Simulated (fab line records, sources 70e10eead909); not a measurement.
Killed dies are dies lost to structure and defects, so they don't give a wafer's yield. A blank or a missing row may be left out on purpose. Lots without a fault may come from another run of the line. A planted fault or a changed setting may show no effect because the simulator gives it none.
Chamber matching | flow nand_harc | NHARC_A_CHANNEL_HOLE_D1_ETCH_44 on rie_diel-13: 4 sister chambers
The step etches the open film in CF4/O2, target depth 140 nm, overetch 14 nm, time 77 s. 27 wafers are shown with their chamber, then 12 later ones without.

WAFERS WITH THEIR CHAMBER
wafer  | chamber | drypump_motor_current_A (A) | rf_vpp_V (V) | oes_product_au (a.u.)
L074.2 | 1       | 5.6                         | 197.2        | 1.001
L074.3 | 0       | 6.2                         | 196.2        | 1.002
L074.5 | 1       | 5.6                         | 199.4        | 0.988
L074.1 | 3       | 5.8                         | 200.1        | 1.011
L074.4 | 2       | 5.9                         | 196.4        | 0.995
L074.6 | 2       | 5.9                         | 195.7        | 0.998
L076.1 | 2       | 5.9                         | 195.9        | 1.003
L076.2 | 1       | 5.7                         | 197.3        | 1.004
L076.3 | 0       | 6.3                         | 198.7        | 1.006
L076.4 | 3       | 5.8                         | 200.6        | 1.005
L076.5 | 2       | 6.0                         | 195.2        | 1.007
L076.6 | 3       | 5.8                         | 198.5        | 1.005
L080.1 | 3       | 5.8                         | 199.1        | 1.004
L080.2 | 1       | 5.6                         | 197.4        | 1.002
L080.6 | 3       | 5.8                         | 198.4        | 1.000
L081.2 | 1       | 5.6                         | 198.3        | 0.997
L081.3 | 0       | 6.3                         | 197.8        | 1.000
L081.5 | 3       | 5.8                         | 199.2        | 1.000
L079.2 | 2       | 5.9                         | 196.0        | 0.987
L079.3 | 0       | 6.3                         | 196.8        | 0.989
L079.4 | 3       | 5.8                         | 199.4        | 1.003
L082.2 | 1       | 5.6                         | 197.5        | 1.009
L082.3 | 3       | 5.8                         | 198.3        | 1.012
L082.5 | 1       | 5.6                         | 197.6        | 0.996
L084.1 | 2       | 5.9                         | 196.4        | 0.999
L084.2 | 0       | 6.3                         | 195.9        | 0.999
L084.6 | 0       | 6.3                         | 198.8        | 0.997

SIGNATURES (means of the wafers above)
reading                 | chamber 0 | chamber 1 | chamber 2 | chamber 3 | scatter within a chamber
drypump_motor_current_A | 6.283     | 5.614     | 5.917     | 5.800     | 0.0331
rf_vpp_V                | 197.367   | 197.814   | 195.933   | 199.200   | 0.869
oes_product_au          | 0.99883   | 0.99957   | 0.99817   | 1.00500   | 0.00593
Rule: a wafer's distance from a chamber is the root of the sum, over the readings, of the square of ((its reading less the chamber's mean) divided by the reading's scatter). The wafer belongs to the nearest chamber; if the next one is less than 2 further off, it can't be placed. The scatter: the root of (the sum of the squares of (reading less its chamber's mean) over the shown wafers, divided by (wafers less chambers)).

WAFERS WITHOUT THEIR CHAMBER
wafer  | drypump_motor_current_A (A) | rf_vpp_V (V) | oes_product_au (a.u.)
L088.4 | 5.8                         | 198.8        | 1.008
L088.5 | 5.8                         | 199.8        | 0.994
L088.6 | 6.3                         | 198.7        | 1.000
L085.2 | 6.3                         | 196.5        | 0.997
L085.3 | 5.8                         | 200.7        | 0.992
L085.5 | 5.6                         | 197.5        | 0.993
L091.2 | 5.6                         | 198.2        | 1.006
L091.5 | 5.6                         | 196.9        | 1.007
L091.6 | 5.9                         | 197.0        | 1.006
L094.2 | 6.3                         | 197.3        | 0.994
L094.3 | 5.8                         | 199.3        | 0.998
L094.6 | 6.3                         | 198.2        | 0.992

WHICH CHAMBER EACH WENT THROUGH
wafer  | from the rows above | in truth
L088.4 | 3                   | 3
L088.5 | 3                   | 3
L088.6 | 0                   | 0
L085.2 | 0                   | 0
L085.3 | 3                   | 3
L085.5 | 1                   | 1
L091.2 | 1                   | 1
L091.5 | 1                   | 1
L091.6 | 2                   | 2
L094.2 | 0                   | 0
L094.3 | 3                   | 3
L094.6 | 0                   | 0
Placed correctly: 12 of 12. Can't be placed from these rows: 0. Placed wrongly: 0.
